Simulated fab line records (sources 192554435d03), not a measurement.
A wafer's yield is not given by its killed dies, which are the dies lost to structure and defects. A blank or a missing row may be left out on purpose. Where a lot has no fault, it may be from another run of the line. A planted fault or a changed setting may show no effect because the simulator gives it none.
The tool behind it: which one? || flow n5-finfet || 11 lots, 32 wafers sampled, at 3 steps of a route of 1938

## WHAT EACH GAUGE READ, for each wafer
N5_HKMG_FIN_CD_MEAS_49: the cd target is 202 nm.
{"lot": "L168", "measured": "day 4 06:55", "on": "cd-sem-03", "cd-nm (nm)": "202.4 202.2 201.9"}
{"lot": "L171", "measured": "day 5 05:18", "on": "cd-sem-01", "cd-nm (nm)": "202.1 202.3 203.0"}
{"lot": "L172", "measured": "day 5 11:08", "on": "cd-sem-02", "cd-nm (nm)": "203.3 201.8 202.9"}
{"lot": "L173", "measured": "day 5 14:29", "on": "cd-sem-03", "cd-nm (nm)": "203.0 201.4 202.3"}
{"lot": "L175", "measured": "day 5 23:21", "on": "cd-sem-03", "cd-nm (nm)": "212.9 200.4"}
{"lot": "L184", "measured": "day 8 06:43", "on": "cd-sem-03", "cd-nm (nm)": "202.5 202.9 201.7"}
{"lot": "L185", "measured": "day 8 09:15", "on": "cd-sem-03", "cd-nm (nm)": "202.5 201.8 202.3"}
{"lot": "L187", "measured": "day 8 23:16", "on": "cd-sem-01", "cd-nm (nm)": "201.7 201.9 202.4"}
{"lot": "L188", "measured": "day 9 07:33", "on": "cd-sem-01", "cd-nm (nm)": "202.4 201.5 202.3"}
{"lot": "L189", "measured": "day 9 12:44", "on": "cd-sem-03", "cd-nm (nm)": "202.3 202.3 201.0"}
{"lot": "L190", "measured": "day 9 20:23", "on": "cd-sem-03", "cd-nm (nm)": "201.4 201.6 200.9"}

## TOOL THAT RAN EACH LOT (tool first, then ch and the chambers of the sampled wafers, then the start)
{"lot": "L168", "N5_SDB_CUT_ETCH_26": "rie-si-01 ch 0,2,3, day 4 01:47", "N5_HKMG_FIN_EXPOSE_46": "arfi-scanner-01 ch 0, day 4 06:47"}
{"lot": "L171", "N5_SDB_CUT_ETCH_26": "rie-si-04 ch 1,3, day 5 00:23", "N5_HKMG_FIN_EXPOSE_46": "arfi-scanner-01 ch 0, day 5 05:11"}
{"lot": "L172", "N5_SDB_CUT_ETCH_26": "rie-si-01 ch 0,1,3, day 5 06:14", "N5_HKMG_FIN_EXPOSE_46": "arfi-scanner-01 ch 0, day 5 11:01"}
{"lot": "L173", "N5_SDB_CUT_ETCH_26": "rie-si-01 ch 0,1,2, day 5 09:43", "N5_HKMG_FIN_EXPOSE_46": "arfi-scanner-01 ch 0, day 5 14:22"}
{"lot": "L175", "N5_SDB_CUT_ETCH_26": "rie-si-01 ch 0,1, day 5 18:29", "N5_HKMG_FIN_EXPOSE_46": "arfi-scanner-01 ch 0, day 5 23:14"}
{"lot": "L184", "N5_SDB_CUT_ETCH_26": "rie-si-05 ch 1,2,3, day 8 01:59", "N5_HKMG_FIN_EXPOSE_46": "arfi-scanner-03 ch 0, day 8 06:35"}
{"lot": "L185", "N5_SDB_CUT_ETCH_26": "rie-si-05 ch 0,3, day 8 04:28", "N5_HKMG_FIN_EXPOSE_46": "arfi-scanner-02 ch 0, day 8 09:08"}
{"lot": "L187", "N5_SDB_CUT_ETCH_26": "rie-si-04 ch 0,3, day 8 17:59", "N5_HKMG_FIN_EXPOSE_46": "arfi-scanner-03 ch 0, day 8 23:09"}
{"lot": "L188", "N5_SDB_CUT_ETCH_26": "rie-si-05 ch 0,1,2, day 9 02:44", "N5_HKMG_FIN_EXPOSE_46": "arfi-scanner-02 ch 0, day 9 07:26"}
{"lot": "L189", "N5_SDB_CUT_ETCH_26": "rie-si-04 ch 0,1,2, day 9 07:46", "N5_HKMG_FIN_EXPOSE_46": "arfi-scanner-02 ch 0, day 9 12:37"}
{"lot": "L190", "N5_SDB_CUT_ETCH_26": "rie-si-01 ch 0,2,3, day 9 15:33", "N5_HKMG_FIN_EXPOSE_46": "arfi-scanner-01 ch 0, day 9 20:16"}
- N5_SDB_CUT_ETCH_26: etches Si in HBr/Cl2/O2, target depth 129.6 nm, bt time 20 s, time 51.8 s.
- N5_HKMG_FIN_EXPOSE_46: exposes mask NDIPOLE.

## WHAT THE TOOLS THEMSELVES READ (means of the sampled wafers that have a number; where no wafer has one, the mark that the record gives instead)
N5_SDB_CUT_ETCH_26.
{"lot": "L168", "tool": "rie-si-01", "O2_flow_sccm (sccm)": 12.01, "drypump-motor-current-A (A)": 5.8, "oes-product-au (a.u.)": 0.997, "throttle-valve-pct (%)": 37.1}
{"lot": "L171", "tool": "rie-si-04", "O2_flow_sccm (sccm)": 12.00, "drypump-motor-current-A (A)": 5.6, "oes-product-au (a.u.)": 0.993, "throttle-valve-pct (%)": 37.5}
{"lot": "L172", "tool": "rie-si-01", "O2_flow_sccm (sccm)": 11.99, "drypump-motor-current-A (A)": 5.8, "oes-product-au (a.u.)": 1.012, "throttle-valve-pct (%)": 37.3}
{"lot": "L173", "tool": "rie-si-01", "O2_flow_sccm (sccm)": 11.97, "drypump-motor-current-A (A)": 5.7, "oes-product-au (a.u.)": 0.996, "throttle-valve-pct (%)": 37.2}
{"lot": "L175", "tool": "rie-si-01", "O2_flow_sccm (sccm)": 12.00, "drypump-motor-current-A (A)": 5.8, "oes-product-au (a.u.)": 0.997, "throttle-valve-pct (%)": 37.2}
{"lot": "L184", "tool": "rie-si-05", "O2_flow_sccm (sccm)": 12.00, "drypump-motor-current-A (A)": 5.8, "oes-product-au (a.u.)": 0.994, "throttle-valve-pct (%)": 37.0}
{"lot": "L185", "tool": "rie-si-05", "O2_flow_sccm (sccm)": 12.00, "drypump-motor-current-A (A)": 6.1, "oes-product-au (a.u.)": 0.995, "throttle-valve-pct (%)": 36.9}
{"lot": "L187", "tool": "rie-si-04", "O2_flow_sccm (sccm)": 11.99, "drypump-motor-current-A (A)": 4.9, "oes-product-au (a.u.)": 1.002, "throttle-valve-pct (%)": 37.0}
{"lot": "L188", "tool": "rie-si-05", "O2_flow_sccm (sccm)": 12.01, "drypump-motor-current-A (A)": 6.0, "oes-product-au (a.u.)": 0.998, "throttle-valve-pct (%)": 36.9}
{"lot": "L189", "tool": "rie-si-04", "O2_flow_sccm (sccm)": 12.02, "drypump-motor-current-A (A)": 5.2, "oes-product-au (a.u.)": 1.006, "throttle-valve-pct (%)": 37.2}
{"lot": "L190", "tool": "rie-si-01", "O2_flow_sccm (sccm)": 11.97, "drypump-motor-current-A (A)": 5.8, "oes-product-au (a.u.)": 0.996, "throttle-valve-pct (%)": 37.2}

## THE ANSWER, worked out from the rows above alone
Rule: usual is defined by the lots themselves. The widest of any qualifying gaps counts: lots, ordered by their means at a reading, are off when they make up no more than a third of the lots, leave a main group of 4 or more, and stand apart from it by 3 or more times the standard deviation of that group's means. A main group whose means are all the same, to the digits that the tables above print for the reading, isn't used. A lot without any number at a reading at which 4 lots or more have one is off too. Any other lot the step has rows for is counted as sound. The gauges are gone through in route order, then the tools' own readings, and for those a lot's mean is taken as printed above. The first step at which some lot is off is used, and at that step the reading that is off furthest; a lot without a number counts as furthest.
Off, at N5_HKMG_FIN_CD_MEAS_49 on cd-nm: L175. Main group: mean 202.1 nm, sd 0.35.
If a tool, at a process step before that reading, ran all the lots that are off and no sound lot after the first of them, it fits. The gauges at N5_HKMG_FIN_CD_MEAS_49 are tried like those tools. None of those tried fits.

## WHAT HAD BEEN PUT IN BY THE SIMULATOR
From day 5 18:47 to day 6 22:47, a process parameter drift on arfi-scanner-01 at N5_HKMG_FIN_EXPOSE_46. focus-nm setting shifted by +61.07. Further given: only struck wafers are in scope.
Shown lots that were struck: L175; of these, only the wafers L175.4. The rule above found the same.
